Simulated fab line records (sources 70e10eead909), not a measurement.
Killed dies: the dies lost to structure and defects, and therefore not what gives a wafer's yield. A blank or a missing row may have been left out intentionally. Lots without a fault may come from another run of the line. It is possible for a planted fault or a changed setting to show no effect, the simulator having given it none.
One fault seen from 2 desks | flow nand-harc | only its own numbers are on each desk; what lay behind them is given at the end

TOOL OWNER'S DESK, litho-track-06
The tool's own readings at NHARC_A_BLC_PEB_08 (peb time 65 s): means of the sampled wafers that have a number, for each lot that ran on this tool. Any lot whose mean is over 4 standard deviations away from the usual mean is out of limits and marked OUT; that distance is given in the brackets.
Columns: A = heater-power-total-W at NHARC_A_BLC_PEB_08, usual 156.6 W; B = plate-temp-C at NHARC_A_BLC_PEB_08, usual 100.04 C
lot  | first seen here | A                | B
L501 | day 17 17:27    | 156.7            | 100.08
L504 | day 17 21:07    | 156.5            | 100.08
L508 | day 19 11:20    | 156.5            | 100.10
L511 | day 20 09:15    | 156.3            | 100.00
L520 | day 22 02:16    | 154.5 (-5.0) OUT | 99.13 (-7.0) OUT
L518 | day 22 19:49    | 154.6 (-4.6) OUT | 99.19 (-6.6) OUT
L522 | day 23 11:20    | 154.0 (-6.1) OUT | 99.06 (-7.6) OUT
Finding of this desk: L518, L520, L522 out of limits; the first was L520 at day 22 02:16, on heater-power-total-W at NHARC_A_BLC_PEB_08. Within limits: L501, L504, L508, L511.

AT THE METROLOGY DESK
What the gauges read for every lot (on any tool): the sampled wafers with a number, averaged. Any lot whose mean is over 4 standard deviations away from the usual mean is out of limits and marked OUT; that distance is given in the brackets.
Columns: A = cd-nm at NHARC_A_BLC_CD_MEAS_10, usual 100.1 nm
lot  | first seen here | A
L501 | day 17 17:32    | 100.3
L504 | day 17 21:11    | 101.3
L508 | day 19 11:26    | 100.3
L510 | day 19 17:17    | 100.3
L509 | day 19 17:29    | 99.5
L507 | day 19 17:55    | 99.3
L511 | day 20 09:20    | 100.4
L512 | day 20 13:29    | 99.8
L520 | day 22 02:20    | 96.9 (-4.4) OUT
L521 | day 22 16:17    | 99.4
L518 | day 22 19:53    | 97.0 (-4.1) OUT
L522 | day 23 11:25    | 97.8
Finding of this desk: L518, L520 out of limits; the first was L520 at day 22 02:20, on cd-nm at NHARC_A_BLC_CD_MEAS_10. Within limits: L501, L504, L508, L510, L509, L507, L511, L512, L521, L522.

ALL TOGETHER
The tool owner's desk could have raised an alarm at day 22 02:16, on L518, L520, L522.
Metrology desk: alarm possible at day 22 02:20 on L518, L520.
The metrology desk holds a record of L522, inside its limits.
Every lot named ran NHARC_A_BLC_PEB_08 on litho-track-06.

WHAT HAD BEEN PUT IN BY THE SIMULATOR
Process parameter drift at NHARC_A_BLC_PEB_08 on litho-track-06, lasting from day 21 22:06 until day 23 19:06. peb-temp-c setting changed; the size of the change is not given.
Struck lots among those shown: L518, L520, L522.
Counting hours from when the fault started, the first reading out of limits came at 4 for the tool owner's desk and at 4 for the metrology desk.
